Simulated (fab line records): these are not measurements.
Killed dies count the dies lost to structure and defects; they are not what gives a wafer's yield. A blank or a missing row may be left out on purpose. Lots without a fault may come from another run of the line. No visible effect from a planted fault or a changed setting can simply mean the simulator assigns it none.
Matching of chambers	flow nandHarc	4 sister chambers for NHARC_A_STAIRCASE_TRIM_196 on rieDiel-13
The step chemistry O2, time 211.2 s. 20 wafers are shown with their chamber, then 10 later ones without.

== WAFERS PAIRED WITH THEIR CHAMBERS ==
wafer	chamber	drypumpMotorCurrentA (A)	showerheadPlenumPTorr (Torr)	throttleValvePct (%)
L075.2	2	5.6	3.64	17.030
L075.3	1	5.1	3.78	17.034
L075.5	2	5.6	3.64	17.030
L076.1	1	5.2	3.78	17.034
L076.2	2	5.6	3.64	17.027
L076.4	0	6.1	3.52	17.044
L079.2	2	5.6	3.63	17.019
L079.4	3	6.4	3.29	17.044
L079.6	2	5.6	3.63	17.032
L084.4	2	5.6	3.62	17.017
L084.5	0	6.1	3.50	17.043
L084.6	1	5.1	3.76	17.046
L085.2	3	6.4	3.28	17.041
L085.3	0	6.1	3.50	17.043
L085.5	0	6.1	3.50	17.055
L086.2	0	6.1	3.50	17.030
L086.3	1	5.1	3.76	17.018
L086.6	3	6.4	3.28	17.037
L088.3	3	6.4	3.28	17.050
L088.4	1	5.1	3.76	17.038

SIGNATURES (means of the wafers above)
reading	chamber 0	chamber 1	chamber 2	chamber 3	scatter within a chamber
drypumpMotorCurrentA	6.100	5.120	5.600	6.400	0.0224
showerheadPlenumPTorr	3.5040	3.7680	3.6333	3.2825	0.00869
throttleValvePct	17.04300	17.03400	17.02583	17.04300	0.00798
Rule: for a wafer and a chamber, the distance is found by dividing, reading by reading, the gap between the wafer's reading and the chamber's mean by the reading's scatter, squaring, summing and taking the root. The wafer belongs to the nearest chamber; if the next one is less than 2 further off, it can't be placed. The scatter: the root of (the sum of the squares of (reading less its chamber's mean) over the shown wafers, divided by (wafers less chambers)).

== WAFERS WITH NO CHAMBER GIVEN ==
wafer	drypumpMotorCurrentA (A)	showerheadPlenumPTorr (Torr)	throttleValvePct (%)
L088.6	6.4	3.28	17.051
L090.1	6.1	3.49	17.025
L090.2	5.1	3.75	17.046
L090.6	6.1	3.49	17.019
L093.2	6.4	3.80	17.030
L093.3	5.6	3.60	17.046
L093.4	6.1	3.49	17.036
L094.1	5.1	3.74	17.050
L094.2	6.2	3.49	17.059
L094.5	6.4	3.80	17.024

== CHAMBER TAKEN BY EACH ==
wafer	from the rows above	in truth
L088.6	3	3
L090.1	0	0
L090.2	1	1
L090.6	0	0
L093.2	0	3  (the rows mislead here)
L093.3	2	2
L093.4	0	0
L094.1	1	1
L094.2	0	0
L094.5	0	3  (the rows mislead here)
8 of 10 placed correctly. Number that these rows cannot place: 0. Wrongly placed: 2.
